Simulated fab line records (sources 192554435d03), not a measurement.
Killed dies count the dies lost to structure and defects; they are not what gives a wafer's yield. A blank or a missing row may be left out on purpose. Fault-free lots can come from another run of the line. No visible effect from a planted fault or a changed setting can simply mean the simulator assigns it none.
Matching of chambers	flow n5 finfet	rie diel-01 running N5_HKMG_FIN_ETCH_67: 4 sister chambers
The step etches SOC in N2/H2, stops on TiN, target depth 388.9 nm. 16 wafers are shown with their chamber, then 8 later ones without.

## WAFERS WITH THEIR CHAMBER
wafer	chamber	showerhead plenum p Torr (Torr)	drypump motor current A (A)	throttle valve pct (%)
L075.1	1	2.51	6.5	17.51
L075.2	3	2.33	5.1	17.43
L075.6	0	2.44	6.2	17.75
L078.2	3	2.33	5.2	17.44
L078.3	2	2.64	5.5	17.87
L078.6	1	2.51	6.5	17.52
L081.1	2	2.63	5.4	17.89
L081.2	1	2.51	6.4	17.55
L081.3	0	2.44	6.2	17.78
L081.4	3	2.33	5.1	17.47
L081.5	2	2.63	5.4	17.90
L081.6	3	2.33	5.2	17.45
L082.1	0	2.44	6.2	17.78
L082.3	3	2.32	5.1	17.47
L082.4	2	2.63	5.4	17.90
L084.1	2	2.63	5.5	17.90

SIGNATURES, as means of the wafers listed above
reading	chamber 0	chamber 1	chamber 2	chamber 3	scatter within a chamber
showerhead plenum p Torr	2.4400	2.5100	2.6320	2.3280	0.00365
drypump motor current A	6.200	6.467	5.440	5.140	0.0506
throttle valve pct	17.7700	17.5267	17.8920	17.4520	0.0169
Rule: for each reading, subtract the chamber's mean from the wafer's reading, divide by that reading's scatter and square the result; add these up over the readings and take the root, which gives the wafer's distance from the chamber. If the next closest chamber is less than 2 further off than the closest, the wafer can't be placed; otherwise it belongs to the closest. The scatter: the root of (the sum of the squares of (reading less its chamber's mean) over the shown wafers, divided by (wafers less chambers)).

## WAFERS WHOSE CHAMBER IS MISSING
wafer	showerhead plenum p Torr (Torr)	drypump motor current A (A)	throttle valve pct (%)
L084.3	2.44	6.2	17.80
L084.4	2.50	6.5	17.53
L094.1	2.62	5.4	17.93
L094.3	2.43	6.3	17.79
L094.4	2.49	6.4	17.58
L097.1	2.31	5.1	17.51
L097.5	2.62	5.4	17.96
L097.6	2.31	5.1	17.50

## WHICH CHAMBER EACH ONE RAN IN
wafer	from the rows above	in truth
L084.3	0	0
L084.4	1	1
L094.1	2	2
L094.3	0	0
L094.4	1	1
L097.1	3	3
L097.5	2	2
L097.6	3	3
Placed correctly: 8 of 8. Number that these rows cannot place: 0. Placed wrongly: 0.
